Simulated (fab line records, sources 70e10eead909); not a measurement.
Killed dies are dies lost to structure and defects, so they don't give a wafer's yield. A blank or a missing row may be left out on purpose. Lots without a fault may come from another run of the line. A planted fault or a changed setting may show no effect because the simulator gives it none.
Chamber matching | flow nand_harc | NHARC_A_SGD_CUT_ETCHBACK_24 on rie_diel-05: 4 sister chambers
The step etches the open film in CH3F/O2, target depth 50 nm, time 92.857 s. 16 wafers are shown with their chamber, then 8 later ones without.

WAFERS WITH THEIR CHAMBER
wafer  | chamber | showerhead_plenum_p_Torr (Torr) | drypump_motor_current_A (A) | rf_vpp_V (V)
L082.1 | 0       | 2.48                            | 5.3                         | 243.6
L082.3 | 2       | 2.38                            | 6.4                         | 242.7
L082.6 | 1       | 2.53                            | 5.2                         | 245.0
L084.1 | 2       | 2.38                            | 6.4                         | 243.0
L084.2 | 0       | 2.48                            | 5.3                         | 244.2
L084.4 | 1       | 2.52                            | 5.1                         | 245.3
L085.1 | 2       | 2.38                            | 6.5                         | 243.6
L085.3 | 3       | 2.56                            | 5.9                         | 245.5
L085.5 | 2       | 2.38                            | 6.5                         | 244.1
L089.1 | 0       | 2.48                            | 5.3                         | 244.6
L089.5 | 0       | 2.48                            | 5.3                         | 244.2
L089.6 | 3       | 2.56                            | 5.9                         | 245.5
L090.1 | 1       | 2.52                            | 5.2                         | 243.7
L090.2 | 3       | 2.56                            | 5.9                         | 245.2
L090.3 | 0       | 2.48                            | 5.3                         | 243.8
L093.2 | 1       | 2.52                            | 5.1                         | 245.1

SIGNATURES (means of the wafers above)
reading                  | chamber 0 | chamber 1 | chamber 2 | chamber 3 | scatter within a chamber
showerhead_plenum_p_Torr | 2.4800    | 2.5225    | 2.3800    | 2.5600    | 0.0025
drypump_motor_current_A  | 5.300     | 5.150     | 6.450     | 5.900     | 0.0408
rf_vpp_V                 | 244.080   | 244.775   | 243.350   | 245.400   | 0.534
Rule: a wafer's distance from a chamber is the root of the sum, over the readings, of the square of ((its reading less the chamber's mean) divided by the reading's scatter). The wafer belongs to the nearest chamber; if the next one is less than 2 further off, it can't be placed. The scatter: the root of (the sum of the squares of (reading less its chamber's mean) over the shown wafers, divided by (wafers less chambers)).

WAFERS WITHOUT THEIR CHAMBER
wafer  | showerhead_plenum_p_Torr (Torr) | drypump_motor_current_A (A) | rf_vpp_V (V)
L093.4 | 2.56                            | 5.9                         | 245.1
L093.6 | 2.48                            | 5.4                         | 244.9
L096.1 | 2.48                            | 5.4                         | 243.9
L096.3 | 2.38                            | 6.4                         | 243.4
L096.5 | 2.37                            | 6.4                         | 242.0
L097.1 | 2.56                            | 5.9                         | 247.5
L097.2 | 2.52                            | 5.2                         | 246.5
L097.3 | 2.48                            | 5.3                         | 245.0

WHICH CHAMBER EACH WENT THROUGH
wafer  | from the rows above | in truth
L093.4 | 3                   | 3
L093.6 | 0                   | 0
L096.1 | 0                   | 0
L096.3 | 2                   | 2
L096.5 | 2                   | 2
L097.1 | 3                   | 3
L097.2 | 1                   | 1
L097.3 | 0                   | 0
Placed correctly: 8 of 8. Can't be placed from these rows: 0. Placed wrongly: 0.
